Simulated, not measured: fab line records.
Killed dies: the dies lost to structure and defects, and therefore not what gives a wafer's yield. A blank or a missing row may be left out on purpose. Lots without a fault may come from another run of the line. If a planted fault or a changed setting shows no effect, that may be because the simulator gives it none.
A struck lot beside a sound one -- flow n5Finfet -- 16 out of 1938 route steps
Sound: wafers L361.1, L361.5, L361.6. Struck: wafers L350.2, L350.3 (left out: L350.4, a lot-mate that was not struck); the cause follows at the end.
For every step that has rows: the tool of each side, followed by ch and its chambers, followed by its first start. Under that, the readings that differ: sound wafers -- struck wafers -- difference of the means -- sigmas: that difference in standard deviations of wafers without a fault.
alike: a reading whose means differ by less than 2 such deviations, as well as words and numbers matching on both sides. not compared: withheld readings; readings where some wafer has no value; bounds like >300 that might hide an equal value; numbers whose values overlap and for which the record gives no deviation.
Wherever a step has rows on one side only, a row that says differs or no value, or a row with sigmas, the two part there. Numbers that have no deviation but don't overlap get no sigmas and don't part them. A reading missing from all wafers of one side parts the sides only when that side holds two or more wafers.

N5_HKMG_FIN_CD_MEAS_12 targets a cd of 92.8 nm.
  sound on cdSem-01 ch 0, day 8 23:50; struck on cdSem-01 ch 0, day 6 06:20
reading,sound,struck,difference,sigmas
cdNm (nm),93.5 93.7 93.0,91.6 92.2,-1.5,-2
N5_HKMG_FIN_OVL_MEAS_13:
  sound on overlay-01 ch 0, day 8 23:52; struck on overlay-02 ch 0, day 6 06:22
  alike: NWFM_OVL
N5_HKMG_FIN_INSPECT_14: inspects for defects (macro).
  sound on defectInspect-02 at day 8 23:53; struck on defectInspect-01 at day 6 06:23
  alike: rawDefectCount
N5_HKMG_FIN_DESCUM_17: chemistry O2, time 7.9 s.
  sound on rieDiel-05 ch 1,2, day 9 00:11; struck on rieDiel-05 ch 0,3, day 6 06:25
  alike: drypumpMotorCurrentA, oesProductAu, rfVppV, showerheadPlenumPTorr, throttleValvePct
  not compared: rfHoursCounterH
N5_HKMG_FIN_ETCH_31: etches SiARC in CF4, target depth 45.5 nm, time 75.8 s.
  sound on rieDiel-05 ch 1,2, day 9 00:13; struck on rieDiel-05 ch 0,3, day 6 06:28
  alike: drypumpMotorCurrentA, etchRfOnTimeS, oesProductAu, rfVppV, showerheadPlenumPTorr, throttleValvePct
  not compared: rfHoursCounterH
N5_HKMG_FIN_ETCH_32: etches SOC in N2/H2, target depth 240 nm, time 300 s.
  sound on rieDiel-05 ch 1,2, day 9 00:16; struck on rieDiel-05 ch 0,3, day 6 06:31
  alike: drypumpMotorCurrentA, oesProductAu, rfVppV, showerheadPlenumPTorr, throttleValvePct
  not compared: rfHoursCounterH
then, 1 step without rows for these wafers: N5_HKMG_FIN_STRIP_33 (strips in N2/H2).
N5_HKMG_FIN_STRIP_34: strips in CF4.
  sound on rieDiel-05 ch 1,2, day 9 00:28; struck on rieDiel-05 ch 0,3, day 6 06:43
  alike: drypumpMotorCurrentA, oesProductAu, rfVppV, showerheadPlenumPTorr, throttleValvePct
  not compared: rfHoursCounterH
then, 1 step without rows for these wafers: N5_HKMG_FIN_ETCH_35 (etches SOC in N2/H2, target depth 215.8 nm, time 243.4 s).
N5_HKMG_FIN_STRIP_92: strips SOC in N2/H2, time 20 s.
  sound on rieDiel-05 ch 1,2, day 9 00:38; struck on rieDiel-05 ch 0,3, day 6 06:52
reading,sound,struck,difference,sigmas
throttleValvePct (%),18.7 18.7 18.1,19.0 20.1,+1.1,+2
  alike: drypumpMotorCurrentA, oesProductAu, rfVppV, showerheadPlenumPTorr
  not compared: rfHoursCounterH
then, 2 steps without rows for these wafers: N5_HKMG_FIN_WET_ETCH_18 (etches TiN in SC1, time 55 s, target depth 5.2 nm, rinse time 30 s); N5_HKMG_FIN_STRIP_19 (strips in N2/H2, time 360 s).
N5_HKMG_FIN_ALD_91: deposits TiN, target thk 1 nm, pulse time 1 s, purge time 3 s.
  sound on aldMetal-04 ch 2,3, day 9 01:12; struck on aldMetal-03 ch 0,3, day 6 07:38
reading,sound,struck,difference,sigmas
coReactantPulseTimeS (s),2 2 2,1.3004 1.3004,-0.6996,
  alike: heaterPowerW, precursorPulseHeightRel
then, 1 step without rows for these wafers: N5_HKMG_FIN_COAT_85 (time 60 s, resist thk 300 nm).
-- a jump in the record: the struck wafers' starts before and after are 5 days apart (it breaks off in module HKMG_FIN and resumes in module BEOL_M4, where the first step shown is number 1111 of the route) --
N5_BEOL_M4_RC_MEAS_101:
  sound on prober-01 ch 0, day 13 04:05; struck on prober-02 ch 0, day 11 00:52
reading,sound,struck,difference,sigmas
IOFF_P (nA/um),0.21 0.25 0.25,0.15 0.13,-0.10,-2
SS_P (mV/dec),72.8 73.4 74.0,71.3 71.5,-2.0,-3
VT_P (mV),-250 -246 -246,-257 -258,-10,-3
  alike: DIBL_N, DIBL_P, IOFF_N, ION_N, ION_P, SS_N, VT_N
-- record jumps: 4 days separate the struck wafers' starts on either side; left off in module BEOL_M4, taken up again in module PASSIVATION, whose first shown step is the route's number 1936 --
N5_PASSIVATION_PROBE_49:
  sound on prober-01 at day 17 14:52; struck on prober-02 at day 15 09:38
reading,sound,struck,difference,sigmas
sort_bin_8_speed (%),0 0 0,0 14.1,+7,+5
sortNPass,1078 1071 1094,1049 883,-115,-5
sortYieldPct (%),91.4 90.8 92.7,88.9 74.8,-9.8,-5
  alike: defectLimitedYield, killed_at_M0_to_M3, killed_at_M4_up, killedAtContacts, killedAtFrontEnd, killedAtOther, killedDies, killedOpen, killedShort, sort_bin_5_function, sort_bin_6_memory

WHERE THEY PART
First at N5_HKMG_FIN_CD_MEAS_12; last, within this record, at N5_PASSIVATION_PROBE_49.

WHY: what had been put in by the simulator
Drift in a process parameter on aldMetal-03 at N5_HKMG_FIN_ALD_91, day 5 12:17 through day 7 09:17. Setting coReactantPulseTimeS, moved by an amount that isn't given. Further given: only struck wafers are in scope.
